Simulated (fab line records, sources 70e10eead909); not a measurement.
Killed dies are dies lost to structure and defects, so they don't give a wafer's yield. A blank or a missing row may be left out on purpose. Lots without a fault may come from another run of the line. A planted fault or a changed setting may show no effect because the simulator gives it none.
One fault seen from 2 desks | flow nand_harc | each desk has only its own numbers; what lay behind them comes last

THE TOOL OWNER'S DESK: rie_diel-05
The tool's own readings at NHARC_A_SGD_CUT_ETCHBACK_24 (etches the open film in CH3F/O2, target depth 50 nm, time 92.857 s): means of the sampled wafers that have a number, for each lot that ran on this tool. A lot is out of limits, marked OUT, if its mean lies more than 4 standard deviations from the usual mean; the brackets give that distance.
Columns: A = chamber_pressure_mTorr at NHARC_A_SGD_CUT_ETCHBACK_24, usual 25.00 mTorr; B = drypump_motor_current_A at NHARC_A_SGD_CUT_ETCHBACK_24, usual 5.89 A; C = oes_product_au at NHARC_A_SGD_CUT_ETCHBACK_24, usual 0.98 a.u.; D = rf_vpp_V at NHARC_A_SGD_CUT_ETCHBACK_24, usual 245.0 V; E = run_length_s at NHARC_A_SGD_CUT_ETCHBACK_24, usual 114.2 s; F = showerhead_plenum_p_Torr at NHARC_A_SGD_CUT_ETCHBACK_24, usual 2.50 Torr; G = throttle_valve_pct at NHARC_A_SGD_CUT_ETCHBACK_24, usual 20.663 %
lot  | first seen here | A     | B    | C    | D     | E               | F    | G
L552 | day 13 21:46    | 25.02 | 5.94 | 0.99 | 244.7 | 114.4           | 2.45 | 20.667
L554 | day 14 12:30    | 25.09 | 5.57 | 0.92 | 242.9 | 114.6           | 2.40 | 20.666
L560 | day 16 05:28    | 25.00 | 5.98 | 0.99 | 245.3 | 114.4           | 2.53 | 20.652
L557 | day 16 05:39    | 25.01 | 5.94 | 1.00 | 245.9 | 113.8           | 2.51 | 20.664
L563 | day 18 01:56    | 24.99 | 6.13 | 1.00 | 245.4 | 101.7 (-28) OUT | 2.50 | 20.664
L569 | day 18 09:04    | 24.99 | 5.83 | 0.92 | 246.6 | 105.3 (-20) OUT | 2.58 | 20.669
L570 | day 19 01:59    | 24.98 | 5.85 | 0.99 | 245.4 | 105.4 (-20) OUT | 2.58 | 20.669
This desk's finding: out of limits on L563, L569, L570; first on L563, day 18 01:56 (run_length_s at NHARC_A_SGD_CUT_ETCHBACK_24). In limits: L552, L554, L560, L557.

THE DEFECT DESK
What the inspections along the route counted, lot by lot: means of the sampled wafers that have a number. A lot is out of limits, marked OUT, if its mean lies more than 4 standard deviations from the usual mean; the brackets give that distance.
Columns: A = raw_defect_count at NHARC_A_SGD_CUT_INSPECT_11, usual 17
lot  | first seen here | A
L552 | day 13 15:29    | 11
L554 | day 14 02:58    | 22
L553 | day 14 03:11    | 4
L555 | day 14 13:13    | 18
L560 | day 15 22:59    | 7
L557 | day 15 23:08    | 8
L564 | day 16 20:59    | 26
L563 | day 17 19:53    | 12
L569 | day 18 02:01    | 12
L570 | day 18 20:11    | 33
L572 | day 19 14:41    | 33
L574 | day 19 16:06    | 9
This desk's finding: nothing out of limits on any of the 12 lots.

PUT TOGETHER
The tool owner's desk could have raised an alarm at day 18 01:56, on L563, L569, L570.
The defect desk saw nothing out of limits.
The defect desk has L563, L569, L570 on record, within its limits.
Of the lots named, all ran NHARC_A_SGD_CUT_ETCHBACK_24 on rie_diel-05.

WHAT THE SIMULATOR HAD PUT IN
Process parameter drift: rie_diel-05, from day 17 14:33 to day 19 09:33, at NHARC_A_SGD_CUT_ETCHBACK_24. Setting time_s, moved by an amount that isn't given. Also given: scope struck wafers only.
Lots struck among those shown: L563, L569, L570.
Hours from the fault's start to each desk's first reading out of limits: the tool owner's desk, 11.
